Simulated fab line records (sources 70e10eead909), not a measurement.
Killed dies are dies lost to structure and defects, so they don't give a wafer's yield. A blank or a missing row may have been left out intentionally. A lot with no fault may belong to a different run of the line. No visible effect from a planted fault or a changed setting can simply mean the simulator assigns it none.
fab line records -- flow nand-harc
[record] lots = 12, wafers = 36, last-day = 33
route steps=1302 shown P_GATE@132 P_CONTACT@244
lots untouched by any fault: they come from a run of this same line in which no faults occurred
start-h: hours from the record's opening day to when the first of the lot's shown wafers began -- wait-h: hours since the lot's step before -- " repeats the value in the row above -- L1.1+2: a row that stands for several wafers -- - value missing, or start not given -- * or withheld: withheld -- < > ~ a bound
route shown NAME@n: NAME is a module with steps in the file, n the number in the route of the first one -- usual: mean and standard deviation over wafers with no fault -- same: alike in all rows -- chamber/n: place in a boat -- sites: per-site readings -- _std_site: the standard deviation of these -- _edge_site: inner sites' mean taken away from outer sites' mean -- radius-mm: for every site, how far away it sits from the centre of the wafer -- mask NAME#n: copy n -- behind: the most recent tool/chamber to have shaped the wafer -- hold: why the lot went on hold/how many hours it stayed there/how the hold came to an end -- device: names the non-switching transistor (n, p or np) -- end of line: the same wafers' tests at the end of the route -- a step without rows: its recipe alone -- killed: dies that structure and defects cost at the first sort, which is not the same as the wafer's yield -- map: dies across one wafer; x = killed, . = not, _ = none there
set.NAME: the run value of the setting; set.NAME@STEP: its run value at that earlier step -- model.NAME: the simulator's own value behind a step, which no gauge read
one table for each step of the route and one row for each wafer, over a sample of lots
services: a tool's chamber out of use, with start hour (start-h, from the record's first day; less than 0 if before it), hours out, and reason
[[steps]]
[step NHARC_P_GATE_DEP_103]
[recipe] target-thk-a = 300, target-thk-nm = 30, temp-c = 400, flow-sccm = 200, rf-w = 350, material = SiON
[usual] heater-power-w = 824/110
lot.wafer,tool,chamber,start-h,wait-h,heater-power-w
L560.2,pecvd-03,1,99.24,0.5,832
L560.3,pecvd-03,0,99.24,0.5,639
L560.5,pecvd-03,2,99.24,0.5,792
L561.2,pecvd-01,2,109.67,0.4,904
L561.3,pecvd-01,2,109.67,0.4,907
L561.5,pecvd-01,0,109.67,0.4,691
L562.3,pecvd-04,2,112.03,0.4,1046
L562.5,pecvd-04,1,112.03,0.4,825
L562.6,pecvd-04,2,112.03,0.4,1057
L563.2,pecvd-04,2,132.04,0.5,1039
L563.4,pecvd-04,0,132.04,0.5,805
L563.6,pecvd-04,1,132.04,0.5,838
L575.2,pecvd-04,2,242.46,0.5,1025
L575.3,pecvd-04,0,242.46,0.5,752
L575.4,pecvd-04,0,242.46,0.5,768
L574.2,pecvd-01,0,243.07,0.5,696
L574.3,pecvd-01,1,243.07,0.5,824
L574.6,pecvd-01,1,243.07,0.5,808
L576.6,pecvd-04,1,256.00,0.1,888
L576.5,pecvd-04,2,256.00,0.1,1026
L576.4,pecvd-04,0,256.00,0.1,694
L578.3,pecvd-03,1,273.02,0.4,894
L578.5,pecvd-03,2,273.02,0.4,737
L578.4,pecvd-03,0,273.02,0.4,657
L579.1,pecvd-04,2,283.87,0.6,1060
L579.5,pecvd-04,2,283.87,0.6,1080
L579.6,pecvd-04,1,283.87,0.6,824
L581.1,pecvd-01,1,307.37,0.6,772
L581.4,pecvd-01,0,307.37,0.6,749
L581.5,pecvd-01,2,307.37,0.6,846
L582.2,pecvd-04,2,315.40,0.5,946
L582.5,pecvd-04,2,315.40,0.5,959
L582.4,pecvd-04,0,315.40,0.5,692
L583.3,pecvd-03,1,324.07,0.4,987
L583.1,pecvd-03,2,324.07,0.4,688
L583.5,pecvd-03,0,324.07,0.4,639
[step NHARC_P_GATE_STRIP_75]
[recipe] power-w = 1500, temp-c = 250, chemistry = O2
[usual] drypump-motor-current-A = 5.8/0.4, heater-power-w = 313/22, temp-c = 249.98/0.18
lot.wafer,tool,chamber,start-h,wait-h,drypump-motor-current-A,heater-power-w,rf-hours-counter-h,temp-c
L560.2,plasma-asher-01,0,112.55,0.2,5.2,321,24,249.78
L560.3,plasma-asher-01,0,112.55,0.2,5.2,317,-,249.99
L560.5,plasma-asher-01,0,112.55,0.2,5.2,319,-,249.94
L561.2,plasma-asher-02,0,123.48,0.2,5.8,340,8,249.95
L561.3,plasma-asher-02,1,123.48,0.2,6.2,314,-,249.67
L561.5,plasma-asher-02,1,123.48,0.2,6.1,315,-,249.84
L562.3,plasma-asher-02,0,125.45,0.1,5.8,337,-,249.74
L562.6,plasma-asher-02,1,125.45,0.1,6.1,317,-,250.02
L562.5,plasma-asher-02,0,125.45,0.1,5.8,340,-,249.93
L563.2,plasma-asher-01,1,147.67,0.2,6.2,302,29,249.87
L563.4,plasma-asher-01,0,147.67,0.2,5.2,322,-,250.20
L563.6,plasma-asher-01,0,147.67,0.2,5.2,323,-,250.04
L574.2,plasma-asher-01,1,256.49,0.2,6.2,284,15,250.09
L574.3,plasma-asher-01,0,256.49,0.2,5.2,319,-,249.78
L574.6,plasma-asher-01,1,256.49,0.2,6.1,276,-,250.08
L575.2,plasma-asher-01,1,258.22,0.2,6.2,275,16,250.12
L575.4,plasma-asher-01,0,258.22,0.2,5.2,314,-,250.01
L575.3,plasma-asher-01,1,258.22,0.2,6.2,274,-,250.03
L576.4,plasma-asher-01,0,269.48,0.1,5.2,313,-,249.82
L576.6,plasma-asher-01,1,269.48,0.1,6.2,289,-,249.84
L576.5,plasma-asher-01,0,269.48,0.1,5.2,310,-,250.02
L578.3,plasma-asher-01,1,286.44,0.2,6.2,278,-,250.13
L578.4,plasma-asher-01,0,286.44,0.2,5.2,305,-,250.07
L578.5,plasma-asher-01,0,286.44,0.2,5.2,322,-,249.89
L579.1,plasma-asher-01,1,297.34,0.2,6.2,287,26,250.37
L579.6,plasma-asher-01,0,297.34,0.2,5.2,314,-,249.91
L579.5,plasma-asher-01,1,297.34,0.2,6.2,280,-,250.27
L581.1,plasma-asher-02,1,320.87,0.2,6.1,320,12,249.82
L581.4,plasma-asher-02,0,320.87,0.2,5.8,348,-,250.05
L581.5,plasma-asher-02,1,320.87,0.2,6.1,331,-,249.71
L582.2,plasma-asher-02,1,328.81,0.2,6.2,322,14,250.00
L582.4,plasma-asher-02,0,328.81,0.2,5.8,340,-,250.30
L582.5,plasma-asher-02,0,328.81,0.2,5.8,336,-,249.88
L583.1,plasma-asher-02,1,337.68,0.2,6.1,325,16,250.02
L583.3,plasma-asher-02,0,337.68,0.2,5.8,344,-,250.29
L583.5,plasma-asher-02,0,337.68,0.2,5.8,344,-,250.02
[step NHARC_P_GATE_STRIP_67]
[recipe] time-s = 600, temp-c = 130, chemistry = SPM
[usual] bath-guard-temp-C = 129.9/0.39, temp-c = 130.00/0.15
lot.wafer,tool,chamber,start-h,wait-h,bath-guard-temp-C,temp-c
L560.3,wet-bench-02,1,117.68,0.1,129.8,130.12
L560.2,wet-bench-02,4,117.68,0.1,130.1,130.16
L560.5,wet-bench-02,6,117.68,0.1,130.2,130.03
L561.2,wet-bench-01,1,128.92,0.1,129.5,129.85
L561.3,wet-bench-01,3,128.92,0.1,130.1,129.76
L561.5,wet-bench-01,5,128.92,0.1,130.0,130.02
L562.5,wet-bench-01,6,130.68,0.1,129.4,130.11
L562.3,wet-bench-01,7,130.68,0.1,130.5,130.09
L562.6,wet-bench-01,1,130.68,0.1,129.4,129.84
L563.2,wet-bench-06,5,153.03,0.2,129.4,129.71
L563.6,wet-bench-06,6,153.03,0.2,130.4,129.92
L563.4,wet-bench-06,7,153.03,0.2,129.7,130.01
L574.3,wet-bench-02,4,262.12,0.1,130.4,129.87
L574.6,wet-bench-02,5,262.12,0.1,129.8,130.28
L574.2,wet-bench-02,6,262.12,0.1,125.0,124.74
L575.3,wet-bench-01,5,263.62,0.1,130.3,130.17
L575.2,wet-bench-01,6,263.62,0.1,129.4,129.86
L575.4,wet-bench-01,7,263.62,0.1,130.4,130.37
L576.4,wet-bench-06,5,274.70,0.1,129.1,130.06
L576.6,wet-bench-06,7,274.70,0.1,129.8,130.15
L576.5,wet-bench-06,0,274.70,0.1,129.7,129.97
L578.5,wet-bench-06,6,291.71,0.1,130.7,130.20
L578.4,wet-bench-06,0,291.71,0.1,129.7,129.97
L578.3,wet-bench-06,1,291.71,0.1,130.1,130.04
L579.6,wet-bench-01,2,302.61,0.0,129.8,129.96
L579.5,wet-bench-01,3,302.61,0.0,130.5,129.93
L579.1,wet-bench-01,5,302.61,0.0,130.1,129.87
L581.1,wet-bench-02,2,326.13,0.2,129.7,130.04
L581.4,wet-bench-02,3,326.13,0.2,130.3,129.93
L581.5,wet-bench-02,6,326.13,0.2,130.1,129.94
L582.5,wet-bench-01,6,334.06,0.1,129.4,130.09
L582.2,wet-bench-01,7,334.06,0.1,130.9,130.15
L582.4,wet-bench-01,2,334.06,0.1,129.4,130.03
L583.3,wet-bench-06,5,342.81,0.1,129.0,130.09
L583.5,wet-bench-06,6,342.81,0.1,130.4,129.74
L583.1,wet-bench-06,7,342.81,0.1,130.1,129.99
[step NHARC_P_CONTACT_DEGAS_38]
[recipe] temp-c = 300, time-s = 60
[usual] heater-power-w = 466/48
lot.wafer,tool,chamber,start-h,wait-h,heater-power-w
L560.2,pvd-sputter-03,-,121.67,-,456
L560.3,pvd-sputter-03,-,121.67,-,444
L560.5,pvd-sputter-03,-,121.67,-,568
L561.2,pvd-sputter-01,-,132.65,-,433
L561.3,pvd-sputter-01,-,132.65,-,532
L561.5,pvd-sputter-01,-,132.65,-,419
L562.3,pvd-sputter-03,-,134.58,-,589
L562.6,pvd-sputter-03,-,134.58,-,460
L562.5,pvd-sputter-03,-,134.58,-,453
L563.4,pvd-sputter-03,-,156.93,-,480
L563.2,pvd-sputter-03,-,156.93,-,594
L563.6,pvd-sputter-03,-,156.93,-,458
L574.2,pvd-sputter-03,-,265.96,-,448
L574.3,pvd-sputter-03,-,265.96,-,513
L574.6,pvd-sputter-03,-,265.96,-,479
L575.2,pvd-sputter-01,-,267.62,-,428
L575.4,pvd-sputter-01,-,267.62,-,423
L575.3,pvd-sputter-01,-,267.62,-,537
L576.4,pvd-sputter-03,-,278.42,-,480
L576.5,pvd-sputter-03,-,278.42,-,548
L576.6,pvd-sputter-03,-,278.42,-,461
L578.4,pvd-sputter-01,-,295.69,-,454
L578.3,pvd-sputter-01,-,295.69,-,440
L578.5,pvd-sputter-01,-,295.69,-,422
L579.1,pvd-sputter-01,-,306.46,-,534
L579.5,pvd-sputter-01,-,306.46,-,410
L579.6,pvd-sputter-01,-,306.46,-,452
L581.4,pvd-sputter-03,-,329.98,-,448
L581.1,pvd-sputter-03,-,329.98,-,502
L581.5,pvd-sputter-03,-,329.98,-,498
L582.4,pvd-sputter-02,-,337.77,-,447
L582.2,pvd-sputter-02,-,337.77,-,465
L582.5,pvd-sputter-02,-,337.77,-,449
L583.1,pvd-sputter-01,-,346.63,-,438
L583.3,pvd-sputter-01,-,346.63,-,446
L583.5,pvd-sputter-01,-,346.63,-,431
[[services]]
tool,chamber,start-h,hours,kind
pecvd-04,-,88.15,13.0,pm
wet-bench-01,-,101.60,8.0,pm
pecvd-01,1,102.60,15.5,repair
pecvd-01,-,130.05,13.0,pm
pecvd-03,-,130.21,1.0,repair
pecvd-03,-,142.50,11.9,repair
plasma-asher-01,-,166.15,9.0,pm
pvd-sputter-03,-,170.00,10.0,pm
pecvd-04,-,170.94,0.5,repair
wet-bench-01,-,176.10,4.7,repair
pecvd-03,-,185.05,13.0,pm
wet-bench-06,-,193.60,8.0,pm
pvd-sputter-01,-,225.24,3.9,repair
plasma-asher-01,-,227.55,1.3,repair
pvd-sputter-01,-,229.17,10.0,pm
pecvd-01,-,240.54,1.0,repair
wet-bench-02,-,244.00,8.0,pm
plasma-asher-02,-,249.21,9.0,pm
pvd-sputter-01,-,253.70,4.3,repair
pecvd-04,-,269.15,13.0,pm
wet-bench-01,-,272.68,0.8,repair
wet-bench-01,-,277.60,8.0,pm
wet-bench-01,-,287.06,2.9,repair
plasma-asher-01,-,343.15,9.0,pm
[[key]]
[first-sign] step = NHARC_P_GATE_STRIP_67, reading = temp-c, direction = down, sigmas = 36, usual = *, struck = *
[effect] step = NHARC_P_GATE_STRIP_67, reading = bath-guard-temp-C, direction = down, sigmas = 13, usual = *, struck = *
met-at NHARC_P_GATE_STRIP_67
struck-lots L574
struck-wafers L574.2
tester-left-out L574
not-acting-at NHARC_P_GATE_DEP_103,NHARC_P_GATE_STRIP_75,NHARC_P_CONTACT_DEGAS_38
onset-between 117.68 262.12
[fault] kind = process-parameter-drift, tool = wet-bench-02, chamber = 6, onset-h = 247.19, steps = NHARC_P_GATE_STRIP_67, channel = temp-c, offset = *, shape = step, end-h = 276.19, acts-in = *, stated = *
// tester-left-out: of these lots the tester's yield and bins aren't shown, on N5 and GAA mostly nor the transistor test; their killed dies are dies lost to structure and defects alone, not to doping, threshold or leakage, so they don't give the yield
